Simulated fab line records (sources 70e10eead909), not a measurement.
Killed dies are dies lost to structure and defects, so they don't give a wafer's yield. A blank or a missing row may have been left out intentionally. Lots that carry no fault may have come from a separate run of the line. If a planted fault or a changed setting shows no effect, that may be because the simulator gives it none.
Matching of chambers | flow nandHarc | cmp-03 running NHARC_A_STAIRCASE_CMP_472: 4 sister chambers
The step polishes SiO2. 14 wafers are shown with their chamber, then 7 later ones without.

WAFERS PAIRED WITH THEIR CHAMBERS
wafer  | chamber | motorCurrentA (A) | padLifeWafers
L076.2 | 1       | 12.5              | 360
L076.3 | 3       | 12.4              | 362
L079.1 | 2       | 13.7              | 20
L079.3 | 1       | 12.5              | 19
L078.3 | 1       | 12.7              | 45
L078.4 | 0       | 12.3              | 44
L080.2 | 2       | 14.1              | 128
L080.3 | 0       | 13.0              | 126
L082.2 | 3       | 12.2              | 212
L082.4 | 0       | 12.9              | 213
L087.1 | 2       | 14.2              | 1
L087.4 | 3       | 11.5              | 2
L089.4 | 3       | 12.2              | 140
L090.3 | 3       | 12.0              | 207

SIGNATURES (averages over the wafers above)
reading       | chamber 0 | chamber 1 | chamber 2 | chamber 3 | scatter within a chamber
motorCurrentA | 12.733    | 12.567    | 14.000    | 12.060    | 0.304
padLifeWafers | 127.67    | 141.33    | 49.67     | 184.60    | 128
Rule: for each reading, subtract the chamber's mean from the wafer's reading, divide by that reading's scatter and square the result; add these up over the readings and take the root, which gives the wafer's distance from the chamber. If the next closest chamber is less than 2 further off than the closest, the wafer can't be placed; otherwise it belongs to the closest. How the scatter is found: for the shown wafers, subtract from each reading the mean of its chamber, square and add these, divide the total by (wafers less chambers), then take the root.

WAFERS WITH NO CHAMBER GIVEN
wafer  | motorCurrentA (A) | padLifeWafers
L090.4 | 12.9              | 205
L092.1 | 11.7              | 273
L092.3 | 14.0              | 272
L096.3 | 13.1              | 361
L094.1 | 12.4              | 369
L094.3 | 13.1              | 368
L094.4 | 13.8              | 366

EACH ONE'S CHAMBER
wafer  | from the rows above               | in truth
L090.4 | can't be placed: 0 or 1 or 3      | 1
L092.1 | can't be placed: 3 or 1           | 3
L092.3 | 2                                 | 2
L096.3 | can't be placed: 0 or 1 or 3 or 2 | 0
L094.1 | can't be placed: 3 or 1 or 0      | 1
L094.3 | can't be placed: 0 or 1 or 3 or 2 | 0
L094.4 | can't be placed: 2 or 0 or 1      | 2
Correctly placed: 1 of 7. These rows do not allow placing 6 (true chamber among the candidates in 6). 0 placed wrongly.
